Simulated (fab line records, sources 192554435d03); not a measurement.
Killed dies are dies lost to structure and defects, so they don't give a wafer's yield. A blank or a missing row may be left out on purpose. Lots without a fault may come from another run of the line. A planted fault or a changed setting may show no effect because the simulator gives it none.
Chamber matching | flow n5_finfet | N5_FIN_SAQP_ALD_61 on ald_sin-03: 4 sister chambers
The step deposits SiO2, target thk 4 nm, pulse time 1 s, purge time 2 s. 4 wafers are shown with their chamber, then 9 later ones without.

WAFERS WITH THEIR CHAMBER
wafer  | chamber | heater_power_w (W)
L082.3 | 1       | 508
L083.3 | 0       | 393
L083.4 | 2       | 433
L083.6 | 3       | 500

WAFERS WITHOUT THEIR CHAMBER
wafer  | heater_power_w (W)
L093.4 | 379
L093.5 | 386
L093.6 | 526
L094.1 | 395
L094.4 | 425
L094.6 | 393
L096.2 | 503
L096.4 | 447
L096.5 | 396

WHICH CHAMBER EACH WENT THROUGH
wafer  | from the rows above     | in truth
L093.4 | 0                       | 0
L093.5 | 0                       | 0
L093.6 | can't be placed: 1 or 3 | 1
L094.1 | 0                       | 0
L094.4 | 2                       | 2
L094.6 | 0                       | 0
L096.2 | can't be placed: 3 or 1 | 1
L096.4 | 2                       | 2
L096.5 | 0                       | 0
Placed correctly: 7 of 9. Can't be placed from these rows: 2 (the true chamber is among the candidates in 2). Placed wrongly: 0.
How it was worked out, from the rows above alone: a wafer's distance from a chamber is the root of the sum, over the readings, of the square of ((its reading less the chamber's mean) divided by the reading's scatter). The wafer belongs to the nearest chamber; if the next one is less than 2 further off, it can't be placed. A chamber's mean is the mean of its shown wafers. The scatter: with one shown wafer a chamber, the root of the mean of the squares of how far each hidden wafer lies from its nearest shown one.
